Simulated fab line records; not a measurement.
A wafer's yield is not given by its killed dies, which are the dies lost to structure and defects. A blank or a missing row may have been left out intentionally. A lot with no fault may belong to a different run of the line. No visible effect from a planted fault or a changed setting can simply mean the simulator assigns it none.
Struck lot and sound lot, side by side    flow n5 finfet    41 steps out of a route of 1938
Sound: wafers L389.2, L389.4, L389.5. Struck: wafer L403.4 (left out: L403.1, L403.2 of the same lot, which were not struck); the cause appears at the end.
Order at every step that has rows: each side's tool, ch and its chambers, its first start. Under that, the readings that differ: sound wafers    struck wafers    difference of the means    sigmas: that difference in standard deviations of wafers without a fault.
alike: words and numbers the same on both sides, and readings whose means are apart by under 2 such deviations; not compared: readings that were withheld, readings missing a value for some wafer, numbers with overlapping values and no deviation given by the record, and bounds like >300 which may hide the same value.
Wherever a step has rows on one side only, a row that says differs or no value, or a row with sigmas, the two part there. Numbers that don't overlap but have no deviation are shown without sigmas and don't part them. A reading that every wafer of one side lacks parts them only if that side has two wafers or more.

first, 1 step without rows for these wafers: N5_MOL_CONTACT_COAG_DEVELOP_07 (develop time 30 s).
N5_MOL_CONTACT_COAG_CD_MEAS_08: the cd target is 28 nm.
  sound on cd sem-02 ch 0, day 5 18:02; struck on cd sem-03 ch 0, day 9 02:22
  alike: cd nm
N5_MOL_CONTACT_COAG_OVL_MEAS_09:
  sound on overlay-02 ch 0, day 5 18:04; struck on overlay-02 ch 0, day 9 02:23
  alike: CA_OVL
N5_MOL_CONTACT_COAG_INSPECT_10: inspects for defects (brightfield).
  sound: defect inspect-02 at day 5 18:08; struck: defect inspect-02 at day 9 02:27
  alike: raw defect count
then, 8 steps without rows for these wafers: N5_MOL_CONTACT_COAG_DESCUM_13 (chemistry O2, time 7 s); N5_MOL_CONTACT_COAG_ETCH_59 (etches underlayer in N2/H2, target depth 13 nm, time 10.4 s); N5_MOL_CONTACT_COAG_ETCH_105 (etches SiARC in CF4, target depth 15.6 nm, time 26 s); N5_MOL_CONTACT_COAG_ETCH_106 (etches SOC in N2/H2, target depth 80 nm, overetch 16 nm, time 120 s); N5_MOL_CONTACT_COAG_STRIP_107 (strips in N2/H2); N5_MOL_CONTACT_COAG_STRIP_108 (strips in N2/H2); N5_MOL_CONTACT_COAG_CONTACT_ETCH_14 (etches SiO2 in C4F6/O2, target depth 27.5 nm, overetch 8.5 nm, time 20 s); N5_MOL_CONTACT_COAG_STRIP_109 (strips in C4F6/O2).
N5_MOL_CONTACT_COAG_ETCH_15: etches SiNx in CH3F/O2, stops on Si:P, target depth 7 nm.
  sound on rie diel-01 ch 0,1,2, day 5 18:23; struck on rie diel-03 ch 0, day 9 02:42
  alike: CH3F_flow_sccm, chamber pressure mTorr, drypump motor current A, oes_ar_750_au, oes product au, rf vpp V, showerhead plenum p Torr, throttle valve pct
  not compared: rf hours counter h
then, 1 step without rows for these wafers: N5_MOL_CONTACT_COAG_ETCH_110 (etches Si in CF4/O2, target depth 2.5 nm, time 8 s).
N5_MOL_CONTACT_COAG_STRIP_98: strips in N2/H2.
  sound on rie diel-01 ch 0,1,2, day 5 18:29; struck on rie diel-03 ch 0, day 9 02:49
  alike: chamber pressure mTorr, drypump motor current A, oes product au, rf vpp V, showerhead plenum p Torr, throttle valve pct
  not compared: rf hours counter h
N5_MOL_CONTACT_COAG_CD_MEAS_99: the cd target is 17.2 nm.
  sound: cd sem-03 at day 5 18:34; struck: cd sem-02 at day 9 02:53
  alike: cd nm
then, 9 steps without rows for these wafers: N5_MOL_CONTACT_COAG_IMPLANT_129; N5_MOL_CONTACT_COAG_PRECLEAN_111 (cleans in NF3:NH3, afs cycles 1, time 20 s, sublimation time 60 s); N5_MOL_CONTACT_COAG_TI_SIL_19 (material Ti, target thk 4.2 nm, time 15 s); N5_MOL_CONTACT_COAG_ALD_20 (deposits TiN, target thk 1.5 nm, pulse time 1 s, purge time 3 s); N5_MOL_CONTACT_COAG_SIL_ANNEAL_21 (time 60 s); N5_MOL_CONTACT_COAG_PRE_CLEAN_141 (time 60 s); N5_MOL_CONTACT_COAG_SPUTTER_143 (material Co, target thk 2.5 nm); N5_MOL_CONTACT_COAG_CO_FILL_22 (material Co, precursor CCTBA/H2, target thk 20 nm); N5_MOL_CONTACT_COAG_ANNEAL_113 (time 300 s).
N5_MOL_CONTACT_COAG_PRE_CLEAN_142: time 60 s.
  sound: pvd sputter-02 at day 5 23:26; struck: pvd sputter-03 at day 9 09:04
  alike: heater power w
N5_MOL_CONTACT_COAG_SPUTTER_130: material Co, target thk 47.5 nm.
  sound: pvd sputter-02 at day 5 23:29; struck: pvd sputter-03 at day 9 09:08
  alike: chamber pressure pa, throttle valve pct
then, 5 steps without rows for these wafers: N5_MOL_CONTACT_COAG_PRECLEAN_125 (cleans in DIW, time 57.5 s); N5_MOL_CONTACT_COAG_SRD_126 (dry time 32 s); N5_MOL_CONTACT_COAG_CMP_23 (polishes, stops on SiO2, t overpolish 1.5 s, target thk 0 nm); N5_MOL_CONTACT_COAG_WET_ETCH_26 (target Co, target depth 13 nm); N5_MOL_CONTACT_COAG_WET_ETCH_116 (etches the open film in SC1-inhibited, target depth 4.6 nm, rinse time 30 s).
N5_MOL_CONTACT_COAG_ALD_27: deposits SiOC, target thk 17 nm, pulse time 1.5 s, time 2720 s.
  sound on ald sin-03 ch 0,2,3, day 6 00:35; struck on ald sin-01 ch 3, day 9 10:10
  alike: heater power w, precursor pulse height rel
N5_MOL_CONTACT_COAG_CMP_28: polishes, stops on SiNx, t overpolish 0.85 s, target thk 14.522 nm.
  sound on cmp-04 ch 0,1,3, day 6 02:14; struck on cmp-04 ch 1, day 9 11:44
  alike: motor current A, slurry filter dp kPa, time to endpoint s
N5_MOL_CONTACT_COAG_THK_MEAS_29:
  sound: film metro-02 at day 6 02:27; struck: film metro-01 at day 9 12:02
  alike: MD_CAP_THK
then, 5 steps without rows for these wafers: N5_MOL_CONTACT_COAG_ALD_123 (deposits SiNx, target thk 5 nm, pulse time 1 s, purge time 2 s); N5_MOL_CONTACT_COAG_PECVD_31 (deposits SiO2 from TEOS/O2, target thk 46 nm, time 8.9 s); N5_MOL_CONTACT_COAG_COAT_75 (time 60 s, resist thk 60 nm); N5_MOL_CONTACT_COAG_COAT_76 (time 60 s, resist thk 10 nm); N5_MOL_CONTACT_COAG_COAT_77 (time 60 s, resist thk 10 nm).
-- here the record skips 8 days between the struck wafers' starts before and after, leaving off in module MOL_CONTACT_COAG and picking up in module PASSIVATION (first step shown: number 1936 of the route) --
N5_PASSIVATION_PROBE_49:
  sound: prober-01 at day 13 12:26; struck: prober-02 at day 17 10:25
reading                   sound           struck  difference  sigmas
defect limited yield (%)  92.3 94.5 92.5  78.8    -14.3       -10
killed_at_M0_to_M3        28 18 24        52      +29         +3
killed at contacts        6 12 11         141     +131        +23
killed dies               91 65 89        250     +168        +9
killed short              27 19 19        53      +31         +4
sort_bin_5_function (%)   4.7 3.1 4.1     13.2    +9.2        +10
sort_bin_6_memory (%)     2.1 2.4 2.8     5.3     +2.9        +4
sort n pass               1089 1115 1091  930     -168        -9
  alike: killed_at_M4_up, killed at front end, killed at other, killed open, sort_bin_8_speed

== WHERE THEY PART ==
N5_PASSIVATION_PROBE_49 only, going by this record.

WHY: what the simulator had put in
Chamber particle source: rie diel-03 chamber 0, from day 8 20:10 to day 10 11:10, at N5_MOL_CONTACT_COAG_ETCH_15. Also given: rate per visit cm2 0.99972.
